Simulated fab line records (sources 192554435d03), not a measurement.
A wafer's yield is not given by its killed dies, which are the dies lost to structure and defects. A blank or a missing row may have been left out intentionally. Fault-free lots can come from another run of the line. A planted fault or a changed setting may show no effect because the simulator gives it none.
fab line records	flow n5Finfet
record lots=7	wafers=21
route steps=1938 shown MOL_CONTACT_COAG@605 BEOL_M0_SAQP@676 BEOL_M0_CUTY@711 BEOL_M0@715 BEOL_M2@843 BEOL_M3@981
startH: start of the lot's first displayed wafer, in hours after the record's first day	waitH: time in hours since the lot's previous step	" unchanged from the row above	L1.1+2: a row that stands for several wafers	- no value present, or no start provided	* or withheld: withheld	< > ~ a bound
route shown NAME@n: names a module that has steps shown in the file, with the first one's number in the route	usual: mean and standard deviation over wafers with no fault	same: alike in all rows	chamber/n: place in a boat	sites: each site's reading	_std_site: their standard deviation	_edge_site: mean of outer sites minus mean of inner sites	radiusMm: for every site, how far away it sits from the centre of the wafer	mask NAME#n: copy n	behind: the most recent tool/chamber to have shaped the wafer	hold: the reason the lot was held/the length of the hold in hours/how it ended	device: whichever transistor did not switch (one of n, p or np)	end of line: tests run on the same wafers once the route is complete	step lacking rows: just its recipe	killed: at the first sort, the dies lost to defects and structure; wafer yield is something else	map: a wafer's dies, x killed, . not, _ none there
set.NAME: the setting the step ran with; set.NAME@STEP: the setting that earlier step ran with	model.NAME: the simulator's own value behind a step, which no gauge read
lots run with intentionally changed settings; tables by step, rows by wafer
## steps
# step N5_MOL_CONTACT_COAG_DESCUM_45
# recipe chemistry=O2	timeS=7	sourcePowerW=50	biasPowerW=20	pressureMtorr=20	rfFrequencyHz=2.712e+07	tempC=40	resist=CAR-EUV	o2FlowSccm=225
lot.wafer	tool	chamber	startH	waitH	set.timeS	model.CAR-EUV_of_MOL_CONTACT_COAG_COAT_34.thkNm
L074.3+6	rieDiel-05	0,2	115.88	0.1	7.966	35.6
L074.5	"	0	"	"	7	36.2
L077.1+3	rieDiel-05	3,0	125.16	0.0	7	36
L077.2	"	2	"	"	6.038	36.4
L078.1+5	rieDiel-04	2	131.26	0.0	7	36
L078.4	"	1	"	"	7	35.8
L082.1	rieDiel-05	3	151.22	0.0	8.075	35.8
L082.2	"	0	"	"	8.075	35.6
L082.6	"	0	"	"	7	36.2
L084.2+5	rieDiel-05	0,1	168.94	0.0	7	36.2
L084.4	"	2	"	"	7	36
L093.1+4	rieDiel-05	1,0	218.44	0.1	6.222	36.4
L093.6	"	2	"	"	7	35.8
L094.2+4+5	rieDiel-04	1,3,1	223.53	0.1	7	36.2
# step N5_BEOL_M0_SAQP_SPACER2_ALD_26
# recipe material=SiO2	targetThkA=150	tempC=300	aldPrecursorFamily=BDEAS	aldCoReactant=O2-plasma	pulseTimeS=1	purgeTimeS=2	coReactantPurgeTimeS=2	pressureTorr=2
lot.wafer	tool	chamber	startH	waitH	set.targetThkA	model.SiO2_of_BEOL_M0_SAQP_SPACER2_ALD_26.thkNm
L074.3	aldSin-03	2	125.06	0.1	150	15
L074.5	"	1	"	"	155.8	15.6
L074.6	"	2	"	"	150	14.8
L077.1	aldSin-01	2	135.46	0.9	150	14.8
L077.2	"	1	"	"	150	15
L077.3	"	3	"	"	163.5	16
L078.1+4	aldSin-01	1,0	142.49	0.1	150	15
L078.5	"	1	"	"	140.4	14
L082.1	aldSin-03	3	161.20	0.1	134	13.4
L082.2	"	0	"	"	150	15.2
L082.6	"	2	"	"	150	15
L084.2+4+5	aldSin-03	2,1,2	181.32	1.9	150	15
L093.1	aldSin-04	0	229.48	0.3	150	14.8
L093.4+6	"	3,1	"	"	150	15
L094.2+4	aldSin-04	1,3	235.68	1.5	144.3	14.4
L094.5	"	0	"	"	150	15
# step N5_BEOL_M0_SAQP_SPACER2_ETCHBACK_27
# recipe chemistry=CHF3/O2	mode=anisotropicEtchback	target=SiO2	targetDepthA=225	timeS=11.25	pressureMtorr=30	sourceW=650	biasW=170	Ar_flow_sccm=200	CHF3_flow_sccm=50	O2_flow_sccm=5	ionEnergyEv=200
# step N5_BEOL_M0_SAQP_MANDREL2_REMOVE_110
# recipe chemistry=HBr/Cl2/O2	btTimeS=10	target=a-Si	stopOn=SiCN	endpoint=OES-SiCl	overEtchFrac=1	icpW=600	biasW=30	HBr_flow_sccm=150	Cl2_flow_sccm=80	O2_flow_sccm=5	pressureMtorr=10
lot.wafer	tool	chamber	startH	waitH	set.targetThkA@BEOL_M0_SAQP_SPACER2_ALD_26	model.BEOL_M0_SAQP.cdNm
L074.3+6	rieSi-06	0,3	125.69	0.1	150	15
L074.5	"	2	"	"	155.8	15.6
L077.1+2	rieSi-06	2,3	136.10	0.1	150	15
L077.3	"	0	"	"	163.5	16.2
L078.1+4	rieSi-06	0,2	143.12	0.1	150	15
L078.5	"	0	"	"	140.4	14
L082.1	rieSi-06	3	161.84	0.1	134	13.6
L082.2	"	2	"	"	150	15.2
L082.6	"	2	"	"	150	15
L084.2+4+5	rieSi-06	3,1,3	181.97	0.1	150	15.2
L093.1+4+6	rieSi-01	2,0,1	230.12	0.1	150	14.8
L094.2	rieSi-02	2	236.36	0.1	144.3	14.4
L094.4	"	1	"	"	144.3	14.6
L094.5	"	2	"	"	150	15
# step N5_BEOL_M0_SAQP_CD_MEAS_29
# recipe targetCdNm=14.4	landingEnergyEv=1000	detector=seInlens
# usual cdNm=15.00/0.26
lot.wafer	tool	chamber	startH	waitH	set.targetThkA@BEOL_M0_SAQP_SPACER2_ALD_26	cdNm
L074.3	cdSem-01	0	125.81	0.1	150	15.25
L074.5	"	0	"	"	155.8	15.38
L074.6	"	0	"	"	150	14.69
L077.1	cdSem-03	0	136.22	0.1	150	14.94
L077.2	"	0	"	"	150	14.85
L077.3	"	0	"	"	163.5	15.90
L078.1	cdSem-03	0	143.23	0.1	150	15.20
L078.4	"	0	"	"	150	15.03
L078.5	"	0	"	"	140.4	13.72
L082.1	cdSem-01	0	161.95	0.1	134	13.48
L082.2	"	0	"	"	150	15.21
L082.6	"	0	"	"	150	15.13
L084.2	cdSem-03	0	182.08	0.1	150	15.20
L084.4	"	0	"	"	150	14.97
L084.5	"	0	"	"	150	15.07
L093.1	cdSem-02	0	230.23	0.1	150	14.85
L093.4	"	0	"	"	150	15.00
L093.6	"	0	"	"	150	15.00
L094.2	cdSem-03	0	236.47	0.1	144.3	14.80
L094.4	"	0	"	"	144.3	14.60
L094.5	"	0	"	"	150	14.90
# step N5_BEOL_M0_SAQP_EXPOSE_37
# recipe maskId=M0_CUT1	na=0.33	sourceShape=annular	sigmaInner=0.35	sigmaOuter=0.8	polarization=unpolarized	targetCdNm=30	doseMj=44.75
lot.wafer	tool	chamber	startH	waitH	mask	set.doseMj
L074.3+6	euvScanner-01	0	126.12	-	M0_CUT1#0	43.29
L074.5	"	0	"	"	M0_CUT1#0	44.75
L077.1	euvScanner-02	0	136.52	-	M0_CUT1#0	41.73
L077.2+3	"	0	"	"	M0_CUT1#0	44.75
L078.1+5	euvScanner-02	0	143.41	-	M0_CUT1#0	46.93
L078.4	"	0	"	"	M0_CUT1#0	44.75
L082.1+6	euvScanner-02	0	162.12	-	M0_CUT1#0	44.75
L082.2	"	0	"	"	M0_CUT1#0	46.91
L084.2+4+5	euvScanner-01	0	182.26	-	M0_CUT1#0	44.75
L093.1+4	euvScanner-01	0	230.40	-	M0_CUT1#0	43.64
L093.6	"	0	"	"	M0_CUT1#0	44.75
L094.2+4+5	euvScanner-01	0	236.65	-	M0_CUT1#0	44.75
# step N5_BEOL_M0_SAQP_PEB_38
# recipe pebTempC=100	pebTimeS=60	resist=CAR-EUV
# step N5_BEOL_M0_SAQP_DEVELOP_39
# recipe developTimeS=30	developer=TMAH	resist=CAR-EUV	rinseLiquid=surfactantRinse	dry=airSpin	devTempC=23
# step N5_BEOL_M0_SAQP_CD_MEAS_40
# recipe targetCdNm=30	landingEnergyEv=500	detector=seInlens
# usual cdNm=30.15/0.25
lot.wafer	tool	chamber	startH	waitH	set.doseMj@BEOL_M0_SAQP_EXPOSE_37	cdNm
L074.3	cdSem-03	0	126.24	-	43.29	29.63
L074.5	"	0	"	"	44.75	30.07
L074.6	"	0	"	"	43.29	29.08
L077.1	cdSem-02	0	136.65	-	41.73	28.93
L077.2	"	0	"	"	44.75	29.86
L077.3	"	0	"	"	44.75	30.08
L078.1	cdSem-01	0	143.54	-	46.93	31.27
L078.4	"	0	"	"	44.75	30.11
L078.5	"	0	"	"	46.93	31.48
L082.1	cdSem-03	0	162.26	-	44.75	29.89
L082.2	"	0	"	"	46.91	31.08
L082.6	"	0	"	"	44.75	30.50
L084.2	cdSem-01	0	182.39	-	44.75	30.87
L084.4	"	0	"	"	44.75	30.25
L084.5	"	0	"	"	44.75	30.41
L093.1	cdSem-02	0	230.53	-	43.64	29.60
L093.4	"	0	"	"	43.64	29.65
L093.6	"	0	"	"	44.75	29.95
L094.2	cdSem-03	0	236.78	-	44.75	30.07
L094.4	"	0	"	"	44.75	30.11
L094.5	"	0	"	"	44.75	30.12
# step N5_BEOL_M0_SAQP_DESCUM_45
# recipe chemistry=O2	timeS=7	sourcePowerW=50	biasPowerW=20	pressureMtorr=20	rfFrequencyHz=2.712e+07	tempC=40	resist=CAR-EUV	o2FlowSccm=225
lot.wafer	tool	chamber	startH	waitH	set.doseMj@BEOL_M0_SAQP_EXPOSE_37	model.BEOL_M0_SAQP.cdNm
L074.3+6	rieDiel-06	2	126.36	0.0	43.29	29.4
L074.5	"	3	"	"	44.75	30
L077.1	rieDiel-01	0	136.77	0.0	41.73	28.6
L077.2	"	3	"	"	44.75	29.8
L077.3	"	1	"	"	44.75	30
L078.1+5	rieDiel-06	3	143.81	0.2	46.93	31
L078.4	"	0	"	"	44.75	30.2
L082.1	rieDiel-06	0	162.57	0.2	44.75	30
L082.2	"	1	"	"	46.91	31
L082.6	"	2	"	"	44.75	30.6
L084.2	rieDiel-02	0	182.51	0.0	44.75	30.4
L084.4+5	"	0,3	"	"	44.75	30.2
L093.1	rieDiel-01	1	230.66	0.0	43.64	29.4
L093.4	"	2	"	"	43.64	29.2
L093.6	"	3	"	"	44.75	30
L094.2	rieDiel-02	1	236.90	0.0	44.75	30
L094.4	"	2	"	"	44.75	29.8
L094.5	"	0	"	"	44.75	30.4
# step N5_BEOL_M0_SAQP_ETCH_88
# recipe chemistry=N2/H2	target=underlayer	targetDepthA=65	timeS=5.2	ionEnergyEv=200	maskMaterial=CAR-EUV	pressureMtorr=30	sourceW=840	biasW=150	n2FlowSccm=200	h2FlowSccm=200	ends=cleared
lot.wafer	tool	chamber	startH	waitH	set.doseMj@BEOL_M0_SAQP_EXPOSE_37	model.BEOL_M0_SAQP.cdNm
L074.3	rieDiel-06	2	126.40	0.0	43.29	29.2
L074.5	"	3	"	"	44.75	30
L074.6	"	2	"	"	43.29	29.4
L077.1	rieDiel-01	0	136.81	0.0	41.73	28.6
L077.2	"	3	"	"	44.75	30
L077.3	"	1	"	"	44.75	29.8
L078.1+5	rieDiel-06	3	143.84	0.0	46.93	31
L078.4	"	0	"	"	44.75	30.2
L082.1	rieDiel-06	0	162.61	0.0	44.75	30.2
L082.2	"	1	"	"	46.91	31
L082.6	"	2	"	"	44.75	30.4
L084.2	rieDiel-02	0	182.54	0.0	44.75	30.4
L084.4+5	"	0,3	"	"	44.75	30.2
L093.1+4	rieDiel-01	1,2	230.69	0.0	43.64	29.2
L093.6	"	3	"	"	44.75	30
L094.2	rieDiel-02	1	236.94	0.0	44.75	30.2
L094.4	"	2	"	"	44.75	29.8
L094.5	"	0	"	"	44.75	30.4
# step N5_BEOL_M0_SAQP_ETCH_73
# recipe chemistry=CF4	target=SiARC	targetDepthA=195	maskMaterial=CAR-EUV	timeS=32.5	ionEnergyEv=80	pressureMtorr=40	sourceW=545	biasW=36	Ar_flow_sccm=100	cf4FlowSccm=100	ends=cleared
lot.wafer	tool	chamber	startH	waitH	set.doseMj@BEOL_M0_SAQP_EXPOSE_37	model.BEOL_M0_SAQP.cdNm
L074.3+6	rieDiel-06	2	126.41	0.0	43.29	29.2
L074.5	"	3	"	"	44.75	30
L077.1	rieDiel-01	0	136.82	0.0	41.73	28.4
L077.2	"	3	"	"	44.75	30
L077.3	"	1	"	"	44.75	29.8
L078.1+5	rieDiel-06	3	143.86	0.0	46.93	31
L078.4	"	0	"	"	44.75	30
L082.1	rieDiel-06	0	162.62	0.0	44.75	30
L082.2	"	1	"	"	46.91	31.2
L082.6	"	2	"	"	44.75	30.4
L084.2+5	rieDiel-02	0,3	182.56	0.0	44.75	30.2
L084.4	"	0	"	"	44.75	30
L093.1	rieDiel-01	1	230.71	0.0	43.64	29.4
L093.4	"	2	"	"	43.64	29
L093.6	"	3	"	"	44.75	29.8
L094.2+5	rieDiel-02	1,0	236.95	0.0	44.75	30.2
L094.4	"	2	"	"	44.75	29.8
# step N5_BEOL_M0_SAQP_CUT_ETCH_46
# recipe chemistry=N2/H2	target=SOC	targetDepthA=1350	overetchA=270	tempC=40	timeS=202.5	ionEnergyEv=200	maskMaterial=SiARC	pressureMtorr=30	sourceW=840	biasW=150	n2FlowSccm=200	h2FlowSccm=200
# step N5_BEOL_M0_SAQP_STRIP_74
# recipe chemistry=N2/H2	tempC=40	n2FlowSccm=200	h2FlowSccm=200	rfFrequencyHz=6e+07
# step N5_BEOL_M0_CUTY_DESCUM_61
# recipe chemistry=O2	timeS=7.9	sourcePowerW=50	biasPowerW=20	pressureMtorr=20	rfFrequencyHz=2.712e+07	tempC=40	resist=CAR-ArF-block	o2FlowSccm=225
# step N5_BEOL_M0_CUTY_ETCH_62
# recipe chemistry=CF4	target=SiARC	maskMaterial=CAR-ArF-block	timeS=58.5	ionEnergyEv=80	pressureMtorr=40	sourceW=545	biasW=36	Ar_flow_sccm=100	cf4FlowSccm=100	ends=cleared
# step N5_BEOL_M0_CUTY_ETCH_63
# recipe chemistry=N2/H2	target=SOC	targetDepthA=827	overetchA=165	maskMaterial=SiARC	tempC=40	ionEnergyEv=200	timeS=124	pressureMtorr=30	sourceW=840	biasW=150	n2FlowSccm=200	h2FlowSccm=200
lot.wafer	tool	chamber	startH	waitH	set.targetThkA@BEOL_M0_SAQP_SPACER2_ALD_26	model.SiO2_of_BEOL_M0_SAQP_SPACER2_ALD_26.thkNm
L074.3+6	rieDiel-04	3,1	127.71	0.0	150	7
L074.5	"	2	"	"	155.8	7.6
L077.1+2	rieDiel-04	3,1	138.24	0.0	150	7
L077.3	"	2	"	"	163.5	8.2
L078.1+4	rieDiel-04	0,3	145.15	0.0	150	7
L078.5	"	3	"	"	140.4	6.2
L082.1	rieDiel-03	2	163.98	0.0	134	5.6
L082.2	"	3	"	"	150	7
L082.6	"	2	"	"	150	7.2
L084.2+4+5	rieDiel-05	3,2,0	184.13	0.0	150	7.4
L093.1	rieDiel-04	0	233.23	0.0	150	6.8
L093.4+6	"	2,1	"	"	150	7
L094.2	rieDiel-03	1	238.58	0.0	144.3	6.6
L094.4	"	3	"	"	144.3	6.4
L094.5	"	1	"	"	150	7.2
# step N5_BEOL_M0_CUTY_STRIP_64
# recipe chemistry=N2/H2	tempC=40	n2FlowSccm=200	h2FlowSccm=200	rfFrequencyHz=6e+07
# step N5_BEOL_M0_ETCH_138
# recipe chemistry=CH3F/O2	targetDepthA=120	target=SiCN	timeS=31.6	ionEnergyEv=120	pressureMtorr=30	sourceW=395	biasW=75	Ar_flow_sccm=150	CH3F_flow_sccm=30	O2_flow_sccm=20	ends=cleared
lot.wafer	tool	chamber	startH	waitH	set.targetThkA@BEOL_M0_SAQP_SPACER2_ALD_26	model.SiO2_of_BEOL_M0_SAQP_SPACER2_ALD_26.thkNm
L074.3	rieDiel-04	3	127.83	0.0	150	5.2
L074.5	"	2	"	"	155.8	5.6
L074.6	"	1	"	"	150	5
L077.1+2	rieDiel-04	3,1	138.37	0.0	150	5.2
L077.3	"	2	"	"	163.5	6.4
L078.1+4	rieDiel-04	0,3	145.28	0.0	150	5
L078.5	"	3	"	"	140.4	4.2
L082.1	rieDiel-03	2	164.10	0.0	134	3.8
L082.2	"	3	"	"	150	5
L082.6	"	2	"	"	150	5.2
L084.2+4+5	rieDiel-05	3,2,0	184.25	0.0	150	5.4
L093.1	rieDiel-04	0	233.36	0.0	150	4.8
L093.4	"	2	"	"	150	5.2
L093.6	"	1	"	"	150	5
L094.2	rieDiel-03	1	238.70	0.0	144.3	4.6
L094.4	"	3	"	"	144.3	4.4
L094.5	"	1	"	"	150	5
# step N5_BEOL_M0_HM_OPEN_105
# recipe chemistry=Cl2/BCl3	targetDepthA=120	target=TiN	ionEnergyEv=150	pressureMtorr=10	icpW=1000	biasW=126	Cl2_flow_sccm=53.25	bcl3FlowSccm=21.75	Ar_flow_sccm=25
lot.wafer	tool	chamber	startH	waitH	set.targetThkA@BEOL_M0_SAQP_SPACER2_ALD_26	model.SiO2_of_BEOL_M0_SAQP_SPACER2_ALD_26.thkNm
L074.3	rieMetal-01	0	128.05	0.2	150	2.8
L074.5	"	0	"	"	155.8	3.2
L074.6	"	1	"	"	150	2.4
L077.1+2	rieMetal-02	0,1	138.47	0.1	150	2.8
L077.3	"	0	"	"	163.5	4
L078.1+4	rieMetal-03	0	145.90	0.6	150	2.6
L078.5	"	0	"	"	140.4	2
L082.1	rieMetal-03	0	165.54	1.4	134	1.8
L082.2+6	"	1,0	"	"	150	2.6
L084.2	rieMetal-01	0	184.35	0.1	150	3.2
L084.4	"	1	"	"	150	2.8
L084.5	"	1	"	"	150	3
L093.1	rieMetal-01	1	233.51	0.1	150	2.4
L093.4	"	0	"	"	150	2.8
L093.6	"	1	"	"	150	2.6
L094.2	rieMetal-02	1	238.81	0.1	144.3	2.2
L094.4	"	0	"	"	144.3	2
L094.5	"	0	"	"	150	2.8
# step N5_BEOL_M0_ETCH_109
# recipe chemistry=CH3F/O2	targetDepthA=80	overetchA=24	target=SiCN	timeS=27.4	ionEnergyEv=120	pressureMtorr=30	sourceW=395	biasW=75	Ar_flow_sccm=150	CH3F_flow_sccm=30	O2_flow_sccm=20
# usual rfVppV=297.2/1.3
lot.wafer	tool	chamber	startH	waitH	set.biasW	rfVppV
L074.3	rieDiel-03	2	128.74	0.0	65.81	274.2
L074.5	"	0	"	"	75	296.6
L074.6	"	3	"	"	75	297.6
L077.1	rieDiel-03	0	139.04	0.0	66.45	273.4
L077.2	"	2	"	"	75	300.1
L077.3	"	1	"	"	66.45	275.2
L078.1	rieDiel-05	3	146.94	0.0	75	298.7
L078.4	"	0	"	"	75	296.0
L078.5	"	0	"	"	81.71	311.9
L082.1	rieDiel-05	2	166.99	0.4	75	296.9
L082.2	"	0	"	"	86.32	322.0
L082.6	"	2	"	"	86.32	325.3
L084.2	rieDiel-03	3	185.13	0.0	75	297.9
L084.4	"	3	"	"	75	299.1
L084.5	"	1	"	"	75	298.2
L093.1	rieDiel-05	1	234.16	0.0	85.86	324.7
L093.4	"	3	"	"	75	296.0
L093.6	"	0	"	"	85.86	320.9
L094.2	rieDiel-04	2	239.77	0.0	75	296.2
L094.4	"	1	"	"	75	297.0
L094.5	"	0	"	"	75	297.4
# step N5_BEOL_M2_PECVD_72
# recipe material=SiO2	targetThkA=160	tempC=400	precursor=TEOS/O2	pressureTorr=5.5	rfW=450	teosFlowSccm=53.8	gas=O2	flowSccm=3000	timeS=18
lot.wafer	tool	chamber	startH	waitH	set.timeS	model.SiO2_of_BEOL_M2_PECVD_72.thkNm
L074.3	pecvd-02	0	139.93	0.0	20.02	17.6
L074.5	"	0	"	"	18	16
L074.6	"	1	"	"	20.02	17.8
L077.1	pecvd-02	2	150.92	0.0	15.97	14
L077.2	"	1	"	"	18	15.8
L077.3	"	0	"	"	15.97	14.2
L078.1+4	pecvd-02	0,1	165.77	0.0	16.55	14.6
L078.5	"	0	"	"	18	16
L082.1	pecvd-01	0	182.53	0.0	17.22	15.4
L082.2	"	2	"	"	17.22	15.2
L082.6	"	2	"	"	17.22	15.6
L084.2	pecvd-04	2	201.77	0.0	18	16
L084.4	"	0	"	"	18	16.4
L084.5	"	2	"	"	18	16.2
L093.1	pecvd-02	2	246.30	0.0	18	16
L093.4	"	2	"	"	18	15.6
L093.6	"	1	"	"	16.92	15
L094.2+4	pecvd-01	0	251.42	0.0	18	16.4
L094.5	"	0	"	"	15.7	14.4
# step N5_BEOL_M3_ETCH_41
# recipe chemistry=CH3F/O2	target=SiCN	targetDepthA=299	taperDeg=2	timeS=52.5	ionEnergyEv=120	maskMaterial=TiN	pressureMtorr=30	sourceW=395	biasW=75	Ar_flow_sccm=150	CH3F_flow_sccm=30	O2_flow_sccm=20
lot.wafer	tool	chamber	startH	waitH	set.targetDepthA	model.etch.depthNm
L074.3	rieDiel-02	1	-	-	299	19.8
L074.5	"	2	"	"	299	19.72
L074.6	"	3	"	"	270.3	17.65
L077.1	rieDiel-02	0	-	-	299	19.85
L077.2	"	2	"	"	287	18.73
L077.3	"	3	"	"	299	19.48
L078.1	rieDiel-06	2	-	-	299	20.28
L078.4	"	0	"	"	299	20.69
L078.5	"	0	"	"	315.4	21.81
L082.1	rieDiel-02	0	-	-	299	19.73
L082.2	"	3	"	"	325.5	21.28
L082.6	"	1	"	"	299	19.63
L084.2	rieDiel-01	3	-	-	299	19.45
L084.4	"	0	"	"	299	20.48
L084.5	"	0	"	"	299	20.42
L093.1	rieDiel-01	2	-	-	299	19.9
L093.4	"	3	"	"	299	19.3
L093.6	"	2	"	"	277.1	18.39
L094.2	rieDiel-06	0	-	-	299	20.44
L094.4	"	2	"	"	274.1	18.73
L094.5	"	3	"	"	274.1	18.23
## key
split step=N5_MOL_CONTACT_COAG_DESCUM_45	setting=timeS	stated=7	by=wafer
response step=N5_MOL_CONTACT_COAG_DESCUM_45	reading=model.CAR-EUV_of_MOL_CONTACT_COAG_COAT_34.thkNm	change=-0.0381	per=1%	r=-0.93
split step=N5_BEOL_M0_SAQP_SPACER2_ALD_26	setting=targetThkA	stated=150	by=wafer
response step=N5_BEOL_M0_SAQP_SPACER2_ALD_26	reading=model.SiO2_of_BEOL_M0_SAQP_SPACER2_ALD_26.thkNm	change=+0.149	per=1%	r=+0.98
response step=N5_BEOL_M0_SAQP_MANDREL2_REMOVE_110	reading=model.BEOL_M0_SAQP.cdNm	change=+0.141	per=1%	r=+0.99
response step=N5_BEOL_M0_SAQP_CD_MEAS_29	reading=cdNm	change=+0.145	per=1%	r=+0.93
response step=N5_BEOL_M0_CUTY_ETCH_63	reading=model.SiO2_of_BEOL_M0_SAQP_SPACER2_ALD_26.thkNm	change=+0.139	per=1%	r=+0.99
response step=N5_BEOL_M0_ETCH_138	reading=model.SiO2_of_BEOL_M0_SAQP_SPACER2_ALD_26.thkNm	change=+0.127	per=1%	r=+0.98
response step=N5_BEOL_M0_HM_OPEN_105	reading=model.SiO2_of_BEOL_M0_SAQP_SPACER2_ALD_26.thkNm	change=+0.106	per=1%	r=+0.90
split step=N5_BEOL_M0_SAQP_EXPOSE_37	setting=doseMj	stated=44.75	by=wafer
response step=N5_BEOL_M0_SAQP_CD_MEAS_40	reading=cdNm	change=+0.188	per=1%	r=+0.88
response step=N5_BEOL_M0_SAQP_DESCUM_45	reading=model.BEOL_M0_SAQP.cdNm	change=+0.181	per=1%	r=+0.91
response step=N5_BEOL_M0_SAQP_ETCH_88	reading=model.BEOL_M0_SAQP.cdNm	change=+0.186	per=1%	r=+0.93
response step=N5_BEOL_M0_SAQP_ETCH_73	reading=model.BEOL_M0_SAQP.cdNm	change=+0.219	per=1%	r=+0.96
split step=N5_BEOL_M0_ETCH_109	setting=biasW	stated=75	by=wafer
response step=N5_BEOL_M0_ETCH_109	reading=rfVppV	change=+1.88	per=1%	r=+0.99
split step=N5_BEOL_M2_PECVD_72	setting=timeS	stated=18	by=wafer
response step=N5_BEOL_M2_PECVD_72	reading=model.SiO2_of_BEOL_M2_PECVD_72.thkNm	change=+0.154	per=1%	r=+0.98
split step=N5_BEOL_M3_ETCH_41	setting=targetDepthA	stated=299	by=wafer
response step=N5_BEOL_M3_ETCH_41	reading=model.etch.depthNm	change=+0.208	per=1%	r=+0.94
